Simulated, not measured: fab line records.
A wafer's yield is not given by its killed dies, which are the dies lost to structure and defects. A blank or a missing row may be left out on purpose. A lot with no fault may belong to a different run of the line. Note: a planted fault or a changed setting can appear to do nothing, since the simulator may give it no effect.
The tool behind it: which one? | flow n5_finfet | 33 wafers from 11 lots sampled at 4 of the route's 1938 steps

== WHAT THE GAUGES SHOWED, per wafer ==
N5_GATE_CUT_THK_MEAS_24.
lot  | measured     | on            | GC_FILL_THK (nm)
L075 | day 4 20:19  | film_metro-01 | 223.9 222.9 221.2
L078 | day 5 16:47  | film_metro-01 | 219.0 218.8 223.5
L080 | day 6 02:12  | film_metro-02 | 221.3 221.6 223.0
L083 | day 6 19:56  | film_metro-01 | 220.0 221.1 219.6
L085 | day 7 09:49  | film_metro-02 | 219.6 220.0 221.5
L087 | day 7 19:54  | film_metro-02 | 219.2 216.5 220.6
L090 | day 8 11:08  | film_metro-02 | 218.9 222.7 220.7
L091 | day 8 18:43  | film_metro-02 | 219.5 219.4 220.8
L093 | day 9 08:53  | film_metro-01 | 220.6 222.8 221.8
L095 | day 9 19:03  | film_metro-01 | 217.0 219.1 219.8
L097 | day 10 08:38 | film_metro-02 | 217.4 217.9 219.2

== EACH LOT AND THE TOOL THAT RAN IT (in order: tool; ch and the chambers of the sampled wafers; start) ==
lot  | N5_GATE_CUT_DESCUM_18              | N5_GATE_CUT_HM_OPEN_40             | N5_GATE_CUT_CMP_23
L075 | rie_diel-03 ch 0,1,2, day 4 16:43  | rie_diel-03 ch 0,1,2, day 4 16:53  | cmp-03 ch 0,1,3, day 4 20:08
L078 | rie_diel-03 ch 0,2, day 5 13:52    | rie_diel-03 ch 0,2, day 5 14:02    | cmp-02 ch 1,3, day 5 16:28
L080 | rie_diel-03 ch 0,1,2, day 5 23:35  | rie_diel-03 ch 0,1,2, day 5 23:44  | cmp-04 ch 1,2,3, day 6 01:54
L083 | rie_diel-03 ch 0,3, day 6 16:44    | rie_diel-03 ch 0,3, day 6 16:54    | cmp-03 ch 0,1,3, day 6 19:43
L085 | rie_diel-05 ch 0,1, day 7 07:12    | rie_diel-05 ch 0,1, day 7 07:22    | cmp-04 ch 0,2,3, day 7 09:32
L087 | rie_diel-01 ch 0,1,2, day 7 17:11  | rie_diel-01 ch 0,1,2, day 7 17:21  | cmp-04 ch 0,2, day 7 19:38
L090 | rie_diel-03 ch 1,2, day 8 08:31    | rie_diel-03 ch 1,2, day 8 08:40    | cmp-03 ch 1,2, day 8 10:50
L091 | rie_diel-03 ch 1,3, day 8 16:05    | rie_diel-03 ch 1,3, day 8 16:15    | cmp-04 ch 0,1,3, day 8 18:25
L093 | rie_diel-01 ch 1,2,3, day 9 06:15  | rie_diel-01 ch 1,2,3, day 9 06:25  | cmp-04 ch 0,3, day 9 08:35
L095 | rie_diel-05 ch 0,1,3, day 9 16:26  | rie_diel-05 ch 0,1,3, day 9 16:35  | cmp-03 ch 0,2,3, day 9 18:45
L097 | rie_diel-03 ch 1,2,3, day 10 06:01 | rie_diel-03 ch 1,2,3, day 10 06:11 | cmp-04 ch 0,1,2, day 10 08:23
- N5_GATE_CUT_DESCUM_18: chemistry O2, time 7 s.
- N5_GATE_CUT_HM_OPEN_40: chemistry C4F6/O2, target SiO2, target depth 139 nm, time 85.1 s.
- N5_GATE_CUT_CMP_23: polishes, stops on SiO2, t overpolish 23.4 s, target thk 16 nm.

== THE ANSWER, worked out from the rows above alone ==
Rule: what is usual is taken from the lots themselves. The widest of any qualifying gaps counts: lots, ordered by their means at a reading, are off when they make up no more than a third of the lots, leave a main group of 4 or more, and stand apart from it by 3 or more times the standard deviation of that group's means. A main group is skipped when, at the precision printed for the reading in the tables above, its means are all equal. A lot without any number at a reading at which 4 lots or more have one is off too. Where the step has rows for the other lots, those lots are counted as sound.
None of the lots is off at any reading shown; this tells nothing.

== WHAT THE SIMULATOR PUT IN ==
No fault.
